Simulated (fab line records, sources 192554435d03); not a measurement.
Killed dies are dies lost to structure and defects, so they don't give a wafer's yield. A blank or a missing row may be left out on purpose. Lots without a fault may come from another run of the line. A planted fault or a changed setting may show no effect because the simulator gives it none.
Which tool did it? | flow n5_finfet | 12 lots, 36 wafers sampled, at 1 step of a route of 1938

WHAT THE GAUGES READ, wafer by wafer
N5_ILD0_THK_MEAS_08.
lot  | measured    | on            | thk_nm (nm)
L075 | day 3 18:25 | film_metro-01 | 136.7 139.0 138.5
L077 | day 4 06:25 | film_metro-01 | 137.8 139.6 138.2
L079 | day 4 21:16 | film_metro-01 | 138.8 139.9 139.1
L081 | day 5 08:34 | film_metro-02 | 139.1 141.0 138.8
L083 | day 5 17:29 | film_metro-02 | 139.0 141.0 140.0
L085 | day 6 09:59 | film_metro-01 | 138.1 138.8 138.9
L087 | day 6 17:58 | film_metro-02 | 141.0 139.4 138.8
L089 | day 7 06:22 | film_metro-02 | 138.1 137.5 140.6
L091 | day 7 19:50 | film_metro-01 | 137.9 138.2 137.2
L093 | day 8 07:20 | film_metro-02 | 139.7 138.1 136.2
L095 | day 8 21:31 | film_metro-02 | 138.6 138.4 137.7
L097 | day 9 08:32 | film_metro-02 | 138.1 138.7 138.1

WHICH TOOL RAN EACH LOT (tool, then ch and the chambers of the sampled wafers, then the start)
The record holds no process step before these readings.

THE ANSWER, worked out from the rows above alone
Rule: what is usual is taken from the lots themselves. Put in order of their means at a reading, lots are off if they are a third of the lots or fewer, leave a main group of 4 or more, and stand apart from it by a gap of 3 or more times the standard deviation of the main group's means; of several such gaps the widest counts. A main group whose means are all the same, to the digits that the tables above print for the reading, isn't used. A lot without any number at a reading at which 4 lots or more have one is off too. The other lots that the step has rows for count as sound.
No lot is off at any reading shown: from this, nothing can be told.

WHAT THE SIMULATOR HAD PUT IN
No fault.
